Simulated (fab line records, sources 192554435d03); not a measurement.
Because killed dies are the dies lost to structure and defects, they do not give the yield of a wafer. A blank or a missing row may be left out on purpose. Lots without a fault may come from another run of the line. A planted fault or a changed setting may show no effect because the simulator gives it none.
fab line records / flow n5_finfet
[record] lots = 4 wafers = 12 last_day = 17
route steps=1938 shown SD_EPI_P@309 SD_ACTIVATION@330 ILD0@335 SDB@347 BEOL_M4@1111 PASSIVATION@1936
lots that met no fault: from a run of the same line without faults
start_h: the number of hours between the record's first day and the start of the first shown wafer of the lot / wait_h: hours elapsed since this lot's preceding step / " repeats the value in the row above / L1.1+2: several wafers, shown together as one row / - either no value or no given start / * or withheld: withheld / < > ~ a bound
route shown NAME@n: a module of which the file shows steps, and the number in the route of the first / usual: mean/standard deviation taken from wafers without a fault / same: alike in all rows / chamber/n: place in a boat / sites: readings site by site / _std_site: standard deviation across them / _edge_site: the outer-site mean with the inner-site mean subtracted / radius_mm: for every site, how far away it sits from the centre of the wafer / mask NAME#n: copy n / behind: the tool/chamber that last shaped the wafer / hold: cause of the lot's hold/its duration in hours/its outcome / device: names the non-switching transistor (n, p or np) / end of line: the route-end tests of the same wafers / a step without rows: its recipe alone / killed: the dies lost at the first sort to structure and to defects; this is not the yield of the wafer / map: a wafer's dies, marking killed ones x, the rest . and places with no die _
set.NAME: the run value of the setting; set.NAME@STEP: its run value at that earlier step / model.NAME: the simulator's own value behind a step, which no gauge read
a table for each step, a row for each wafer; lots at some steps of the route
services: a tool's chamber out of use, with start hour (start_h, from the record's first day; less than 0 if before it), hours out, and reason
[[steps]]
[step N5_SD_EPI_P_STRIP_38]
[recipe] chemistry = N2/H2 temp_c = 40 n2_flow_sccm = 200 h2_flow_sccm = 200 rf_frequency_hz = 6e+07
[step N5_SD_EPI_P_ETCHBACK_46]
[recipe] chemistry = CH3F/O2 mode = anisotropic_etchback target = SiNx target_depth_a = 175 stop_on = SiO2 over_etch_frac = 0.3 ion_energy_ev = 120 pressure_mtorr = 30 source_w = 395 bias_w = 73 Ar_flow_sccm = 150 CH3F_flow_sccm = 30 O2_flow_sccm = 20
[step N5_SD_EPI_P_ETCH_47]
[recipe] chemistry = CH3F/O2 target = SiOCN target_depth_a = 250 mask_material = SOC ion_energy_ev = 60 bias_w = 29 pressure_mtorr = 30 source_w = 410 Ar_flow_sccm = 150 CH3F_flow_sccm = 30 O2_flow_sccm = 20
[step N5_SD_EPI_P_ETCH_16]
[recipe] chemistry = CHF3/O2 target = SiO2 target_depth_a = 50 mask_material = SOC pressure_mtorr = 30 source_w = 650 bias_w = 170 Ar_flow_sccm = 200 CHF3_flow_sccm = 50 O2_flow_sccm = 5 ion_energy_ev = 200
[step N5_SD_EPI_P_STRIP_50]
[recipe] chemistry = CHF3/O2 resist = SiARC rf_frequency_hz = 6e+07
[step N5_SD_EPI_P_SD_RECESS_17]
[recipe] chemistry = HBr/Cl2/O2 target_depth_a = 391 bt_time_s = 3 pressure_mtorr = 10 icp_w = 800 bias_w = 112 HBr_flow_sccm = 150 Cl2_flow_sccm = 80 O2_flow_sccm = 12
[step N5_SD_EPI_P_WET_ETCH_45]
[recipe] chemistry = dHF dilution = withheld time_s = 10.7 target = SiO2 target_depth_a = 20 temp_c = 25 dry = ipa_marangoni rinse_time_s = 30 rinse_temp_c = 23
[step N5_SD_EPI_P_STRIP_40]
[recipe] chemistry = N2/H2 power_w = 1000 temp_c = 250 h2_frac = 0.65 overash_fraction = 0.3 pressure_mtorr = withheld n2_flow_sccm = 1750 h2_flow_sccm = 3250
[step N5_SD_EPI_P_PRECLEAN_52]
[recipe] chemistry = O3/DIW time_s = 60 temp_c = 22 o3_ppm = 10
[step N5_SD_EPI_P_SRD_20]
[recipe] dry = ipa_marangoni do_ppb = 5 time_s = 30 temp_c = 23 rinse_liquid = diw
[step N5_SD_EPI_P_PRECLEAN_51]
[recipe] chemistry = NF3:NH3 afs_cycles = 1 temp_c = 30 time_s = 20 sublimation_temp_c = 180 sublimation_time_s = 60 pressure_torr = 3 rf_power_w = 30
[step N5_SD_EPI_P_VAPOR_ETCH_44]
[recipe] chemistry = NF3/Ar target = SiGe30 temp_c = 25 time_s = 3.3 mode = isotropic
[step N5_SD_EPI_P_EPI_21]
[recipe] material = SiGe:B dopant = B temp_c = 550 pressure_torr = 20 ambient = H2 time_s = 355
[usual] lamp_inner_pct = 10.4/1.7
lot.wafer=L564.2 tool=epi_rpcvd-04 chamber=0 start_h=63.71 wait_h=0.6 lamp_inner_pct=12.1
lot.wafer=L564.4 tool=epi_rpcvd-04 chamber=0 start_h=63.71 wait_h=0.6 lamp_inner_pct=12.1
lot.wafer=L564.6 tool=epi_rpcvd-04 chamber=0 start_h=63.71 wait_h=0.6 lamp_inner_pct=12.0
lot.wafer=L573.2 tool=epi_rpcvd-04 chamber=0 start_h=122.45 wait_h=0.6 lamp_inner_pct=12.1
lot.wafer=L573.3 tool=epi_rpcvd-04 chamber=0 start_h=122.45 wait_h=0.6 lamp_inner_pct=12.1
lot.wafer=L573.5 tool=epi_rpcvd-04 chamber=0 start_h=122.45 wait_h=0.6 lamp_inner_pct=12.2
lot.wafer=L575.1 tool=epi_rpcvd-04 chamber=0 start_h=130.50 wait_h=0.1 lamp_inner_pct=12.2
lot.wafer=L575.5 tool=epi_rpcvd-04 chamber=0 start_h=131.94 wait_h=1.5 lamp_inner_pct=11.9
lot.wafer=L575.6 tool=epi_rpcvd-04 chamber=0 start_h=131.94 wait_h=1.5 lamp_inner_pct=12.0
lot.wafer=L580.3 tool=epi_rpcvd-03 chamber=0 start_h=158.80 wait_h=0.8 lamp_inner_pct=8.2
lot.wafer=L580.5 tool=epi_rpcvd-03 chamber=0 start_h=158.80 wait_h=0.8 lamp_inner_pct=8.3
lot.wafer=L580.6 tool=epi_rpcvd-03 chamber=0 start_h=158.80 wait_h=0.8 lamp_inner_pct=8.3
[step N5_SD_EPI_P_HM_STRIP_48]
[recipe] chemistry = H3PO4 temp_c = 160 material = SiNx target = SiNx target_depth_a = 30 overetch_fraction = 0.3
[step N5_SD_EPI_P_SRD_49]
[recipe] dry = ipa_marangoni time_s = 30 temp_c = 23 rinse_liquid = diw
[step N5_SD_EPI_P_PRECLEAN_24]
[recipe] chemistry = O3/DIW time_s = 45 temp_c = 22 o3_ppm = 10
[step N5_SD_EPI_P_PRECLEAN_32]
[recipe] chemistry = dHF time_s = 10 dilution = 500:1 temp_c = 25
[step N5_SD_EPI_P_PRECLEAN_33]
[recipe] chemistry = SC2 time_s = 45 temp_c = 35 mix = 1:1:50
[step N5_SD_EPI_P_SRD_25]
[recipe] time_s = 30 temp_c = 23 rinse_liquid = diw dry = ipa_marangoni
[step N5_SD_ACTIVATION_RTA_00]
[recipe] temp_c = 975 time_s = 0 ambient = N2 idle_temp_c = 600 ramp_up_c_per_s = 150 ramp_down_c_per_s = 60 cool_to_c = 600
[step N5_SD_ACTIVATION_LSA_01]
[recipe] temp_c = 1080 time_s = 0.0008 ambient = N2
[step N5_SD_ACTIVATION_RS_MEAS_03]
[recipe] thk_meas_gauge = four-point-probe
[usual] RS_SD_N = 21.85/0.28 RS_SD_P = 56.2/0.86
lot.wafer=L564.2 tool=film_metro-01 chamber=- start_h=66.83 wait_h=0.2 RS_SD_N[ohm/sq]=21.58 RS_SD_P[ohm/sq]=56.9
lot.wafer=L564.4 tool=film_metro-01 chamber=- start_h=66.83 wait_h=0.2 RS_SD_N[ohm/sq]=21.32 RS_SD_P[ohm/sq]=56.5
lot.wafer=L564.6 tool=film_metro-01 chamber=- start_h=66.83 wait_h=0.2 RS_SD_N[ohm/sq]=21.43 RS_SD_P[ohm/sq]=57.2
lot.wafer=L573.2 tool=film_metro-01 chamber=- start_h=125.65 wait_h=0.2 RS_SD_N[ohm/sq]=21.59 RS_SD_P[ohm/sq]=73.4
lot.wafer=L573.3 tool=film_metro-01 chamber=- start_h=125.65 wait_h=0.2 RS_SD_N[ohm/sq]=21.70 RS_SD_P[ohm/sq]=72.3
lot.wafer=L573.5 tool=film_metro-01 chamber=- start_h=125.65 wait_h=0.2 RS_SD_N[ohm/sq]=21.55 RS_SD_P[ohm/sq]=72.6
lot.wafer=L575.1 tool=film_metro-02 chamber=- start_h=133.30 wait_h=0.2 RS_SD_N[ohm/sq]=22.38 RS_SD_P[ohm/sq]=76.6
lot.wafer=L575.5 tool=film_metro-02 chamber=- start_h=133.30 wait_h=0.2 RS_SD_N[ohm/sq]=22.17 RS_SD_P[ohm/sq]=76.8
lot.wafer=L575.6 tool=film_metro-02 chamber=- start_h=133.30 wait_h=0.2 RS_SD_N[ohm/sq]=22.52 RS_SD_P[ohm/sq]=76.1
lot.wafer=L580.3 tool=film_metro-01 chamber=- start_h=160.92 wait_h=0.2 RS_SD_N[ohm/sq]=21.57 RS_SD_P[ohm/sq]=55.8
lot.wafer=L580.5 tool=film_metro-01 chamber=- start_h=160.92 wait_h=0.2 RS_SD_N[ohm/sq]=21.83 RS_SD_P[ohm/sq]=56.0
lot.wafer=L580.6 tool=film_metro-01 chamber=- start_h=160.92 wait_h=0.2 RS_SD_N[ohm/sq]=21.45 RS_SD_P[ohm/sq]=55.3
[step N5_ILD0_LINER_00]
[recipe] material = SiNx target_thk_a = 40 temp_c = 400 ald_precursor_family = SiH2I2 ald_co_reactant = N2/H2-plasma pulse_time_s = 1 purge_time_s = 2 co_reactant_purge_time_s = 2 ald_cycles = 80 pressure_torr = 2
[step N5_ILD0_FCVD_FILL_01]
[recipe] material = SiO2_flowable target_thk_a = 2000 temp_c = 100 pressure_torr = 0.8 rf_w = 2000 time_s = 328.3
[step N5_ILD0_CURE_02]
[recipe] temp_c = 450 time_s = 1800 ambient = steam idle_temp_c = 400 ramp_up_c_per_min = 5 ramp_down_c_per_min = 3 densification_p_h2o_torr = 640
[step N5_ILD0_CMP_03]
[recipe] stop_on = SiNx t_overpolish_s = 1.9 post_cmp_clean = alkaline_brush down_force_psi = 4.1491 platen_rpm = 51.796 pad_velocity_m_s = 1.0306 target_thk_nm = 197.38
[step N5_ILD0_CMP_07]
[recipe] stop_on = poly-Si material = SiO2_flowable t_overpolish_s = 1.18 post_cmp_clean = alkaline_brush down_force_psi = 4.1491 platen_rpm = 51.796 pad_velocity_m_s = 1.0306 target_thk_nm = 138.88
[step N5_ILD0_PRECLEAN_10]
[recipe] chemistry = NF3:NH3 afs_cycles = 5 time_s = 20 temp_c = 30 sublimation_temp_c = 180 sublimation_time_s = 60 pressure_torr = 3 rf_power_w = 30
[step N5_ILD0_ALD_15]
[recipe] material = SiNx target_thk_a = 240 temp_c = 400 ald_precursor_family = SiH2I2 ald_co_reactant = N2/H2-plasma pulse_time_s = 1 ald_cycles = 480 purge_time_s = 2 co_reactant_purge_time_s = 2 pressure_torr = 2
[step N5_ILD0_CMP_12]
[recipe] stop_on = poly-Si material = SiNx t_overpolish_s = 6 post_cmp_clean = alkaline_brush down_force_psi = 2.5 platen_rpm = 51.8 pad_velocity_m_s = 1.0307 target_thk_nm = 17.67
[step N5_SDB_HM_DEP_00]
[recipe] material = SiNx target_thk_a = 400 temp_c = 400 precursor = SiH4/NH3/N2 pressure_torr = 1.5 rf_w = 300 time_s = 35.3
[step N5_SDB_COAT_03]
[recipe] resist = SOC temp_c = 250 time_s = 60 spin_rpm = 1500 resist_thk_nm = 100
[step N5_SDB_COAT_04]
[recipe] resist = SiARC temp_c = 220 time_s = 60 spin_rpm = 1500 resist_thk_nm = 18
[step N5_SDB_COAT_05]
[recipe] resist = CAR-ArF spin_rpm = 1500 resist_thk_nm = 90
[step N5_BEOL_M4_RC_MEAS_101]
[usual] DIBL_N = 36.0/2.5 DIBL_P = 36.2/3 IOFF_N = 0.16/0.044 IOFF_P = 0.21/0.049 ION_N = 671/15 ION_P = 461/8.7 RC_DENSE_P = 23.6/0.88 RC_P = 19.2/0.69 REXT_P = 100.4/2.3 RS_SD_P = 65.9/1 SS_N = 71.5/0.72 SS_P = 73.4/0.9 VT_N = 251/4.4 VT_P = -250/4
lot.wafer=L564.2 tool=prober-02 chamber=0 start_h=189.40 wait_h=0.8 DIBL_N[mV/V]=29.5 DIBL_P[mV/V]=30.2 IOFF_N[nA/um]=0.08 IOFF_P[nA/um]=0.13 ION_N[uA/um]=638 ION_P[uA/um]=444 RC_DENSE_P[ohm.um]=24.6 RC_P[ohm.um]=20.1 REXT_P[ohm.um]=99.2 RS_SD_P[ohm/sq]=66.1 SS_N[mV/dec]=70.2 SS_P[mV/dec]=71.6 VT_N[mV]=261 VT_P[mV]=-259
lot.wafer=L564.4 tool=prober-02 chamber=0 start_h=189.40 wait_h=0.8 DIBL_N[mV/V]=31.8 DIBL_P[mV/V]=32.8 IOFF_N[nA/um]=0.10 IOFF_P[nA/um]=0.14 ION_N[uA/um]=651 ION_P[uA/um]=447 RC_DENSE_P[ohm.um]=25.0 RC_P[ohm.um]=20.0 REXT_P[ohm.um]=103.0 RS_SD_P[ohm/sq]=67.5 SS_N[mV/dec]=71.0 SS_P[mV/dec]=72.9 VT_N[mV]=258 VT_P[mV]=-258
lot.wafer=L564.6 tool=prober-02 chamber=0 start_h=189.40 wait_h=0.8 DIBL_N[mV/V]=34.0 DIBL_P[mV/V]=36.0 IOFF_N[nA/um]=0.12 IOFF_P[nA/um]=0.18 ION_N[uA/um]=647 ION_P[uA/um]=447 RC_DENSE_P[ohm.um]=25.2 RC_P[ohm.um]=20.3 REXT_P[ohm.um]=100.0 RS_SD_P[ohm/sq]=67.0 SS_N[mV/dec]=71.3 SS_P[mV/dec]=73.2 VT_N[mV]=257 VT_P[mV]=-257
lot.wafer=L573.2 tool=prober-02 chamber=0 start_h=244.47 wait_h=0.2 DIBL_N[mV/V]=35.3 DIBL_P[mV/V]=31.8 IOFF_N[nA/um]=0.13 IOFF_P[nA/um]=0.15 ION_N[uA/um]=671 ION_P[uA/um]=440 RC_DENSE_P[ohm.um]=30.1 RC_P[ohm.um]=24.4 REXT_P[ohm.um]=117.1 RS_SD_P[ohm/sq]=84.4 SS_N[mV/dec]=71.0 SS_P[mV/dec]=72.7 VT_N[mV]=251 VT_P[mV]=-255
lot.wafer=L573.3 tool=prober-02 chamber=0 start_h=244.47 wait_h=0.2 DIBL_N[mV/V]=34.0 DIBL_P[mV/V]=29.4 IOFF_N[nA/um]=0.11 IOFF_P[nA/um]=0.12 ION_N[uA/um]=648 ION_P[uA/um]=428 RC_DENSE_P[ohm.um]=29.5 RC_P[ohm.um]=23.8 REXT_P[ohm.um]=118.2 RS_SD_P[ohm/sq]=82.4 SS_N[mV/dec]=70.5 SS_P[mV/dec]=72.1 VT_N[mV]=256 VT_P[mV]=-256
lot.wafer=L573.5 tool=prober-02 chamber=0 start_h=244.47 wait_h=0.2 DIBL_N[mV/V]=33.5 DIBL_P[mV/V]=29.3 IOFF_N[nA/um]=0.10 IOFF_P[nA/um]=0.12 ION_N[uA/um]=656 ION_P[uA/um]=442 RC_DENSE_P[ohm.um]=30.0 RC_P[ohm.um]=24.2 REXT_P[ohm.um]=116.0 RS_SD_P[ohm/sq]=82.7 SS_N[mV/dec]=70.2 SS_P[mV/dec]=72.7 VT_N[mV]=254 VT_P[mV]=-254
lot.wafer=L575.1 tool=prober-02 chamber=0 start_h=260.71 wait_h=0.0 DIBL_N[mV/V]=39.9 DIBL_P[mV/V]=35.3 IOFF_N[nA/um]=0.20 IOFF_P[nA/um]=0.18 ION_N[uA/um]=672 ION_P[uA/um]=440 RC_DENSE_P[ohm.um]=29.7 RC_P[ohm.um]=24.2 REXT_P[ohm.um]=132.6 RS_SD_P[ohm/sq]=86.8 SS_N[mV/dec]=72.0 SS_P[mV/dec]=73.6 VT_N[mV]=244 VT_P[mV]=-255
lot.wafer=L575.5 tool=prober-02 chamber=0 start_h=260.71 wait_h=0.0 DIBL_N[mV/V]=34.0 DIBL_P[mV/V]=29.0 IOFF_N[nA/um]=0.10 IOFF_P[nA/um]=0.11 ION_N[uA/um]=673 ION_P[uA/um]=442 RC_DENSE_P[ohm.um]=27.6 RC_P[ohm.um]=22.7 REXT_P[ohm.um]=128.9 RS_SD_P[ohm/sq]=86.2 SS_N[mV/dec]=71.2 SS_P[mV/dec]=72.0 VT_N[mV]=256 VT_P[mV]=-259
lot.wafer=L575.6 tool=prober-02 chamber=0 start_h=260.71 wait_h=0.0 DIBL_N[mV/V]=38.8 DIBL_P[mV/V]=35.4 IOFF_N[nA/um]=0.17 IOFF_P[nA/um]=0.19 ION_N[uA/um]=666 ION_P[uA/um]=445 RC_DENSE_P[ohm.um]=28.2 RC_P[ohm.um]=22.7 REXT_P[ohm.um]=129.1 RS_SD_P[ohm/sq]=85.8 SS_N[mV/dec]=72.1 SS_P[mV/dec]=74.3 VT_N[mV]=248 VT_P[mV]=-253
lot.wafer=L580.3 tool=prober-02 chamber=0 start_h=301.99 wait_h=0.3 DIBL_N[mV/V]=41.1 DIBL_P[mV/V]=42.8 IOFF_N[nA/um]=0.24 IOFF_P[nA/um]=0.33 ION_N[uA/um]=691 ION_P[uA/um]=469 RC_DENSE_P[ohm.um]=24.7 RC_P[ohm.um]=20.1 REXT_P[ohm.um]=100.4 RS_SD_P[ohm/sq]=65.4 SS_N[mV/dec]=72.4 SS_P[mV/dec]=75.3 VT_N[mV]=242 VT_P[mV]=-244
lot.wafer=L580.5 tool=prober-02 chamber=0 start_h=301.99 wait_h=0.3 DIBL_N[mV/V]=38.0 DIBL_P[mV/V]=38.4 IOFF_N[nA/um]=0.17 IOFF_P[nA/um]=0.22 ION_N[uA/um]=679 ION_P[uA/um]=456 RC_DENSE_P[ohm.um]=24.5 RC_P[ohm.um]=19.5 REXT_P[ohm.um]=101.0 RS_SD_P[ohm/sq]=65.9 SS_N[mV/dec]=71.8 SS_P[mV/dec]=74.9 VT_N[mV]=250 VT_P[mV]=-254
lot.wafer=L580.6 tool=prober-02 chamber=0 start_h=301.99 wait_h=0.3 DIBL_N[mV/V]=41.0 DIBL_P[mV/V]=42.0 IOFF_N[nA/um]=0.23 IOFF_P[nA/um]=0.31 ION_N[uA/um]=688 ION_P[uA/um]=471 RC_DENSE_P[ohm.um]=24.3 RC_P[ohm.um]=19.5 REXT_P[ohm.um]=99.7 RS_SD_P[ohm/sq]=65.4 SS_N[mV/dec]=72.8 SS_P[mV/dec]=74.7 VT_N[mV]=244 VT_P[mV]=-246
[step N5_PASSIVATION_PROBE_49]
[usual] defect_limited_yield = 91.7/1.4 killed_at_M0_to_M3 = 31/11 killed_at_M4_up = 13/4.6 killed_at_contacts = 13/6.7 killed_at_front_end = 39/9.6 killed_at_other = 3.5/2.8 killed_dies = 98/16 killed_open = 64/11 killed_short = 33/8.5 sort_bin_4_leakage = 0.00/0.032 sort_bin_5_function = 4.9/0.96 sort_bin_6_memory = 3.1/0.59 sort_bin_8_speed = 0.2/1.3 sort_n_pass = 1080/23 sort_yield_pct = 91.5/1.9
[same] gross_dies = 1180 killed_at_back_side = 0
lot.wafer=L573.2 tool=prober-01 chamber=- start_h=343.66 wait_h=0.1 defect_limited_yield[%]=90.8 killed_at_M0_to_M3=38 killed_at_M4_up=13 killed_at_contacts=13 killed_at_front_end=40 killed_at_other=4 killed_dies=108 killed_open=61 killed_short=47 sort_bin_4_leakage[%]=0 sort_bin_5_function[%]=6.0 sort_bin_6_memory[%]=2.8 sort_bin_8_speed[%]=0.1 sort_n_pass=1071 sort_yield_pct[%]=90.8
lot.wafer=L573.3 tool=prober-01 chamber=- start_h=343.71 wait_h=0.1 defect_limited_yield[%]=91.1 killed_at_M0_to_M3=38 killed_at_M4_up=25 killed_at_contacts=9 killed_at_front_end=32 killed_at_other=1 killed_dies=105 killed_open=65 killed_short=40 sort_bin_4_leakage[%]=0 sort_bin_5_function[%]=5.8 sort_bin_6_memory[%]=2.9 sort_bin_8_speed[%]=21.3 sort_n_pass=824 sort_yield_pct[%]=69.8
lot.wafer=L573.5 tool=prober-01 chamber=- start_h=343.81 wait_h=0.2 defect_limited_yield[%]=89.6 killed_at_M0_to_M3=50 killed_at_M4_up=13 killed_at_contacts=13 killed_at_front_end=45 killed_at_other=2 killed_dies=123 killed_open=78 killed_short=45 sort_bin_4_leakage[%]=0 sort_bin_5_function[%]=6.7 sort_bin_6_memory[%]=3.1 sort_bin_8_speed[%]=0.1 sort_n_pass=1056 sort_yield_pct[%]=89.5
lot.wafer=L575.1 tool=prober-01 chamber=- start_h=362.21 wait_h=0.0 defect_limited_yield[%]=91.5 killed_at_M0_to_M3=30 killed_at_M4_up=11 killed_at_contacts=21 killed_at_front_end=33 killed_at_other=5 killed_dies=100 killed_open=66 killed_short=34 sort_bin_4_leakage[%]=0 sort_bin_5_function[%]=5.1 sort_bin_6_memory[%]=3.2 sort_bin_8_speed[%]=4.2 sort_n_pass=1030 sort_yield_pct[%]=87.3
lot.wafer=L575.5 tool=prober-01 chamber=- start_h=362.41 wait_h=0.2 defect_limited_yield[%]=92.8 killed_at_M0_to_M3=22 killed_at_M4_up=14 killed_at_contacts=13 killed_at_front_end=36 killed_at_other=0 killed_dies=85 killed_open=59 killed_short=26 sort_bin_4_leakage[%]=0 sort_bin_5_function[%]=4.5 sort_bin_6_memory[%]=2.5 sort_bin_8_speed[%]=0.5 sort_n_pass=1089 sort_yield_pct[%]=92.3
lot.wafer=L575.6 tool=prober-01 chamber=- start_h=362.46 wait_h=0.3 defect_limited_yield[%]=93.1 killed_at_M0_to_M3=24 killed_at_M4_up=9 killed_at_contacts=17 killed_at_front_end=31 killed_at_other=0 killed_dies=81 killed_open=58 killed_short=23 sort_bin_4_leakage[%]=0 sort_bin_5_function[%]=4.2 sort_bin_6_memory[%]=2.4 sort_bin_8_speed[%]=0.7 sort_n_pass=1091 sort_yield_pct[%]=92.5
// killed by level:class
L573.2 BEOL_M0_SAQP:geometric_particle:short=14 STI_FIN_REVEAL:geometric_particle:open=10 FIN_SAQP:geometric_particle:open=8 MOL_CONTACT_COAG:geometric_particle:open=8 STARTING-WAFER:geometric_particle:short=6 MOL_CONTACT_COAG:geometric_particle:short=5 BEOL_M0_SAQP:geometric_particle:open=5 BEOL_M2:geometric_particle:short=5
L573.3 BEOL_M0_SAQP:geometric_particle:open=11 BEOL_M4:geometric_particle:open=11 BEOL_M0_SAQP:geometric_particle:short=10 FIN_SAQP:geometric_particle:short=8 FIN_SAQP:geometric_particle:open=8 BEOL_M8:geometric_particle:open=8 STI_FIN_REVEAL:geometric_particle:open=6 MOL_CONTACT_COAG:geometric_particle:open=6
L573.5 BEOL_M0_SAQP:geometric_particle:short=13 FIN_SAQP:geometric_particle:short=11 BEOL_M0_SAQP:geometric_particle:open=11 STI_FIN_REVEAL:geometric_particle:open=11 FIN_SAQP:geometric_particle:open=10 BEOL_M0:geometric_particle:open=10 MOL_CONTACT_COAG:geometric_particle:open=10 BEOL_M4:geometric_particle:open=6
L575.1 MOL_CONTACT_COAG:geometric_particle:open=16 FIN_SAQP:geometric_particle:short=7 BEOL_M2:geometric_particle:open=7 STI_FIN_REVEAL:geometric_particle:open=6 BEOL_M0_SAQP:geometric_particle:open=6 BEOL_M0_SAQP:geometric_particle:short=6 FIN_SAQP:geometric_particle:open=5 MOL_CONTACT_COAG:geometric_particle:short=5
L575.5 MOL_CONTACT_COAG:geometric_particle:open=12 STI_FIN_REVEAL:geometric_particle:open=9 BEOL_M4:geometric_particle:open=8 BEOL_M0_SAQP:geometric_particle:short=8 BEOL_M2:geometric_particle:open=7 FIN_SAQP:geometric_particle:open=7 FIN_SAQP:geometric_particle:short=6 DUMMY_GATE:geometric_particle:open=4
L575.6 MOL_CONTACT_COAG:geometric_particle:open=16 BEOL_M2:geometric_particle:open=8 FIN_SAQP:geometric_particle:open=6 STI_FIN_REVEAL:geometric_particle:open=6 FIN_SAQP:geometric_particle:short=4 BEOL_M0_SAQP:geometric_particle:open=4 STARTING-WAFER:geometric_particle:short=3 BEOL_M8:geometric_particle:open=3
// map L573.5 (x killed, . not)
_________________....x...x...________________
______________.x...x..x..x.x...._____________
___________.......x......x.........__________
__________................x.....x..._________
________..x.................x........._______
_______.....................x..xxx.....______
______.x....x....x................x...x._____
_____.......xx.....x...................x.____
____.x...x.................x..x.xx........___
___................x.......................__
___...x....................................__
__.........x................x.....x...x....._
__......xx.x...x.x.........x............xx.._
_.................................xx.........
_.....xxx.........x..............x...x..x....
_......x..x....x.......x.......x...........x.
_.............x.......x......x...............
_.......................x..x.....x..........x
_...x........x..x....................x.....x.
_x...............................x.....x.x..x
_.........x..............................x...
__..........................x.x.x...x......._
__..x........................x....x........._
___......x....x..x.......x..x..x...........__
___.................x.......x......x.x.....__
____....x.......x...............x......x.x___
_____x.x........x..x......x...........x..____
______..........x.....x.......x...x.x..._____
_______..x......x...x..................______
________.........................x...._______
__________......x......x...x........_________
___________.........x..............__________
______________.....x....x......._____________
_________________............________________
// map L575.1 (x killed, . not)
_________________............________________
______________.................._____________
___________....x..x.x.x.........x..__________
__________.......x.................._________
________.......x..........x..........._______
_______.......x..................x.....______
______.x.......x..........x...........x._____
_____...........x.........x..............____
____..x...................................___
___..................x..............x......__
___......................x......x.......x..__
__........x.x............x.........x..x....._
__.....x.......x......................x...x._
_.........................................x..
_.x............x..x....x.....................
_.........x..................................
_x.........xx......x........x......x.........
_....x................x...........x.........x
_...................................x.....x.x
_...................................x........
_..x......................................xx.
__.........x.....xx........................._
__....x................x..........x........x_
___x.xx......x.........x.x..............x.x__
___...............x...........x..x.........__
____..............x..x...x.x.x............___
_____.............x...x..x...............____
______.....x.......x......x...x.......x._____
_______..x.........x.x.......x.........______
________x............................._______
__________....................x..x.._________
___________..............xxx..x....__________
______________.............x.x.._____________
_________________....xx......________________
[[services]]
tool=epi_rpcvd-03 chamber=- start_h=137.65 hours=2.8 kind=pm
[[key]]
[first_sign] step = N5_SD_ACTIVATION_RS_MEAS_03 reading = RS_SD_P direction = up sigmas = 21 usual = 56.2 struck = 74.6
[effect] step = N5_BEOL_M4_RC_MEAS_101 reading = RS_SD_P direction = up sigmas = 18 usual = 65.9 struck = 84.7
[effect] step = N5_BEOL_M4_RC_MEAS_101 reading = REXT_P direction = up sigmas = 10 usual = 100.4 struck = 123.6
[effect] step = N5_BEOL_M4_RC_MEAS_101 reading = RC_P direction = up sigmas = 6.4 usual = 19.2 struck = 23.7
[effect] step = N5_BEOL_M4_RC_MEAS_101 reading = RC_DENSE_P direction = up sigmas = 6.3 usual = 23.6 struck = 29.2
[effect] step = N5_BEOL_M4_RC_MEAS_101 reading = ION_P direction = down sigmas = 2.4 usual = 461 struck = 440
[effect] step = N5_BEOL_M4_RC_MEAS_101 reading = DIBL_P direction = down sigmas = 1.5 usual = 36.2 struck = 31.7
[effect] step = N5_PASSIVATION_PROBE_49 reading = sort_bin_8_speed direction = up sigmas = 3.3 usual = 0.2 struck = 4.5 wafers_moved = 2
met_at N5_SD_EPI_P_EPI_21
struck_wafers L573.2,L573.3,L573.5,L575.1,L575.5,L575.6
onset_between 63.71 122.45
[fault] kind = process_parameter_drift tool = epi_rpcvd-04 chamber = - onset_h = 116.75 steps = N5_SD_EPI_P_EPI_21 channel = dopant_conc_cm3 offset = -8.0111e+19 shape = step end_h = 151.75 acts_in = these_recipes_only stated = 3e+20
